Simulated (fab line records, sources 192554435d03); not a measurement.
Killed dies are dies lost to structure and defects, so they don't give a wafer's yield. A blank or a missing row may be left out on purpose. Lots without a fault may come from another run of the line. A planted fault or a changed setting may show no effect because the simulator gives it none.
fab line records | flow n5_finfet
record lots=7 wafers=39
route steps=1938 shown BEOL_M15@1808 PASSIVATION@1930
start_h: hours from the record's first day to the start of the lot's first wafer shown | wait_h: hours since the lot's step before | " the same as in the row above | L1.1+2: a row that stands for several wafers | - no value, or no start given | * or withheld: withheld | < > ~ a bound
route shown NAME@n: a module of which the file shows steps, and the number in the route of the first | usual: mean/standard deviation of fault-free wafers | same: alike in all rows | chamber/n: place in a boat | sites: the reading at each site | _std_site: their standard deviation | _edge_site: outer sites' mean less inner sites' | radius_mm: how far each site lies from the wafer's centre | mask NAME#n: copy n | behind: the tool/chamber that last shaped the wafer | hold: why the lot was held/for how many hours/how that ended | device: the transistor (n, p or np) that didn't switch | end of line: the same wafers' tests at the end of the route | a step without rows: its recipe alone | killed: dies lost to structure and defects at the first sort, not the wafer's yield | map: a wafer's dies, x killed, . not, _ none there
set.NAME: the setting as run; set.NAME@STEP: as run at that earlier step | model.NAME: the simulator's own value behind a step, which no gauge read
lots whose settings were changed on purpose; a table a step, a row a wafer
## steps
# step N5_BEOL_M15_ETCH_61
# recipe chemistry=N2/H2 target=BARC target_depth_a=890 overetch_a=267 time_s=67.9 ion_energy_ev=200 pressure_mtorr=30 source_w=840 bias_w=150 n2_flow_sccm=200 h2_flow_sccm=200
# columns lot.wafer tool chamber start_h wait_h set.time_s model.etch.depth_nm model.coat_of_BEOL_M15_COAT_22.thk_nm model.BEOL_M15.cd_nm
L074.1 rie_diel-04 1 241.49 0.0 67.9 89.08 718.2 399.8
L074.2 " 0 " " 67.9 89.56 722.2 400
L074.3 " 2 " " 67.9 89.3 722.2 401.4
L074.4 " 3 " " 67.9 89.02 721.4 399.2
L074.5 " 2 " " 67.9 89.17 720 397.6
L074.6 " 3 " " 67.9 89.28 718 396.8
L082.1 rie_diel-01 2 286.38 0.0 67.9 89.22 717.2 400.4
L082.2 " 3 " " 67.9 89.18 721.2 400.4
L082.3 " 1 " " 67.9 89.16 718.8 400.2
L082.4 " 0 " " 67.9 89.15 716.8 401.2
L082.5 " 2 " " 67.9 89.35 721.8 398.8
L082.6 " 1 " " 67.9 89.45 720 400.4
L086.1 rie_diel-04 3 313.40 0.0 38.69 69.9 748.8 394.4
L086.2 " 0 " " 67.9 89.04 720.2 400.4
L086.3 " 2 " " 67.9 89.29 722 399.2
L086.4 " 1 " " 38.69 67.86 747.8 396.2
L086.5 " 1 " " 38.69 68.57 747.8 397.4
L086.6 " 2 " " 67.9 89 719.2 400
L090.1 rie_diel-04 2 337.56 0.0 67.9 89.04 721.8 397.6
L090.2 " 0 " " 67.9 88.98 720 398.2
L090.3 " 3 " " 67.9 89.05 717.2 397
L090.4 " 1 " " 103.4 89.07 685.6 404.4
L090.5 " 0 " " 103.4 89.1 686 404.4
L090.6 " 1 " " 103.4 89.13 687.2 405.4
L089.1 rie_diel-01 1 338.83 0.0 36.24 61.34 747.2 394.2
L089.2 " 0 " " 67.9 89.09 717.6 403.4
L089.3 " 3 " " 67.9 89.02 722 401.4
L089.4 " 2 " " 36.24 59.18 750.6 391.4
L089.5 " 0 " " 36.24 62.57 747.2 395
L089.6 " 3 " " 67.9 89.34 722.6 399
L092.1 rie_diel-04 3 353.85 0.0 37.8 67.31 746.6 392.8
L092.2 " 2 " " 37.8 62.42 748.2 395.8
L092.3 " 1 " " 67.9 88.68 718 403.8
L092.4 " 1 " " 37.8 66.08 746 394
L092.5 " 3 " " 67.9 88.96 717 400.2
L092.6 " 2 " " 67.9 88.71 718.4 399.4
L097.2 rie_diel-04 3 386.07 0.0 67.9 89.21 717.2 401.4
L097.3 " 1 " " 67.9 89.57 721 399.4
L097.6 " 3 " " 67.9 89.31 720.2 399.2
# step N5_BEOL_M15_TRENCH_ETCH_34
# recipe chemistry=C4F8/O2/Ar target=SiO2 target_depth_a=8729.3 he_inner_torr=15 he_outer_torr=30 time_s=199 ion_energy_ev=800 pressure_mtorr=20 source_w=1905 bias_w=2040 Ar_flow_sccm=400 C4F8_flow_sccm=16 O2_flow_sccm=12
# columns lot.wafer tool chamber start_h wait_h set.time_s@BEOL_M15_ETCH_61 model.coat_of_BEOL_M15_COAT_22.thk_nm model.BEOL_M15.cd_nm
L074.1 rie_diel-04 1 241.54 0.0 67.9 538.4 400.2
L074.2 " 0 " " 67.9 550.4 400.2
L074.3 " 2 " " 67.9 549.6 401
L074.4 " 3 " " 67.9 551.6 399.2
L074.5 " 2 " " 67.9 548.6 397
L074.6 " 3 " " 67.9 545.8 396.6
L082.1 rie_diel-01 2 286.43 0.0 67.9 546.8 400.6
L082.2 " 3 " " 67.9 547.4 399.4
L082.3 " 1 " " 67.9 546.6 400.8
L082.4 " 0 " " 67.9 534.6 401.2
L082.5 " 2 " " 67.9 552 399
L082.6 " 1 " " 67.9 547.6 400.8
L086.1 rie_diel-04 3 313.45 0.0 38.69 566.4 395.6
L086.2 " 0 " " 67.9 544.8 400.8
L086.3 " 2 " " 67.9 547.6 399.2
L086.4 " 1 " " 38.69 566.8 396.6
L086.5 " 1 " " 38.69 567.2 398
L086.6 " 2 " " 67.9 543.6 400.4
L090.1 rie_diel-04 2 337.61 0.0 67.9 550.2 397.8
L090.2 " 0 " " 67.9 545.2 398.4
L090.3 " 3 " " 67.9 539.4 398
L090.4 " 1 " " 103.4 509.2 404.2
L090.5 " 0 " " 103.4 513.8 404.8
L090.6 " 1 " " 103.4 508.8 405
L089.1 rie_diel-01 1 338.88 0.0 36.24 578.2 394.6
L089.2 " 0 " " 67.9 540.6 402.8
L089.3 " 3 " " 67.9 549.8 400.8
L089.4 " 2 " " 36.24 584 391.6
L089.5 " 0 " " 36.24 571.2 395
L089.6 " 3 " " 67.9 552.8 398.2
L092.1 rie_diel-04 3 353.90 0.0 37.8 567.2 393.8
L092.2 " 2 " " 37.8 575.8 396.4
L092.3 " 1 " " 67.9 540.2 404
L092.4 " 1 " " 37.8 568.4 394.4
L092.5 " 3 " " 67.9 537.8 401
L092.6 " 2 " " 67.9 546.6 399.8
L097.2 rie_diel-04 3 386.12 0.0 67.9 540.2 402.2
L097.3 " 1 " " 67.9 542 399.8
L097.6 " 3 " " 67.9 542.6 399.6
# step N5_PASSIVATION_ETCH_54
# recipe chemistry=CHF3/O2 target=SiO2 target_depth_a=8800 CHF3_flow_sccm=50 O2_flow_sccm=5 Ar_flow_sccm=200 time_s=440 mask_material=PR pressure_mtorr=30 source_w=650 bias_w=170 ion_energy_ev=200
# columns lot.wafer tool chamber start_h wait_h set.target_depth_a model.etch.depth_nm model.PASSIVATION.feature_depth_nm
L074.1 rie_diel-06 0 254.42 0.1 8800 857.4 857.4
L074.2 " 2 " " 8800 850.4 850.4
L074.3 " 3 " " 5710 563.2 563.2
L074.4 " 1 " " 8800 875.7 875.8
L074.5 " 3 " " 5710 565.1 565.2
L074.6 " 2 " " 5710 552.2 552.2
L082.1 rie_diel-05 0 303.56 0.1 8800 893.5 893.6
L082.2 " 1 " " 8800 879 879
L082.3 " 2 " " 8800 866.2 866.2
L082.4 " 2 " " 8800 859.4 859.4
L082.5 " 1 " " 8800 873.4 873.4
L082.6 " 0 " " 8800 902.8 902.8
L086.1 rie_diel-02 2 328.35 0.1 7317 708.7 708.8
L086.2 " 3 " " 8800 880.5 880.4
L086.3 " 1 " " 7317 743.6 743.6
L086.4 " 0 " " 7317 725.3 725.4
L086.5 " 1 " " 8800 903.8 903.8
L086.6 " 0 " " 8800 879.8 879.8
L090.1 rie_diel-02 0 350.58 0.1 8800 874.5 874.6
L090.2 " 1 " " 8800 894.9 894.8
L090.3 " 3 " " 8800 877.3 877.4
L090.4 " 2 " " 8800 846.9 847
L090.5 " 0 " " 8800 865 865
L090.6 " 3 " " 8800 872.6 872.6
L089.1 rie_diel-05 1 352.90 0.1 7170 710.8 710.8
L089.2 " 0 " " 7170 732.1 732
L089.3 " 3 " " 8800 865.1 865.2
L089.4 " 1 " " 7170 716.5 716.6
L089.5 " 0 " " 8800 901.3 901.2
L089.6 " 3 " " 8800 870.7 870.8
L092.1 rie_diel-02 3 372.69 0.1 6089 605.9 606
L092.2 " 1 " " 8800 892.1 892.2
L092.3 " 0 " " 8800 881.2 881.2
L092.4 " 0 " " 6089 600.1 600.2
L092.5 " 1 " " 6089 621.2 621.2
L092.6 " 3 " " 8800 886.8 886.8
L097.2 rie_diel-06 1 404.40 0.1 8800 897.3 897.2
L097.3 " 3 " " 8800 870.1 870.2
L097.6 " 1 " " 8800 895.8 895.8
## key
split step=N5_BEOL_M15_ETCH_61 setting=time_s stated=67.9 by=wafer
response step=N5_BEOL_M15_ETCH_61 reading=model.etch.depth_nm shape=bent at_lowest=61.03 at_stated=89.16 at_highest=89.1
response step=N5_BEOL_M15_ETCH_61 reading=model.coat_of_BEOL_M15_COAT_22.thk_nm change=-0.632 per=1% r=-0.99
response step=N5_BEOL_M15_ETCH_61 reading=model.BEOL_M15.cd_nm change=+0.138 per=1% r=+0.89
response step=N5_BEOL_M15_TRENCH_ETCH_34 reading=model.coat_of_BEOL_M15_COAT_22.thk_nm change=-0.619 per=1% r=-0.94
response step=N5_BEOL_M15_TRENCH_ETCH_34 reading=model.BEOL_M15.cd_nm change=+0.127 per=1% r=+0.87
split step=N5_PASSIVATION_ETCH_54 setting=target_depth_a stated=8800 by=wafer
response step=N5_PASSIVATION_ETCH_54 reading=model.etch.depth_nm change=+8.83 per=1% r=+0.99
response step=N5_PASSIVATION_ETCH_54 reading=model.PASSIVATION.feature_depth_nm change=+8.83 per=1% r=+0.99
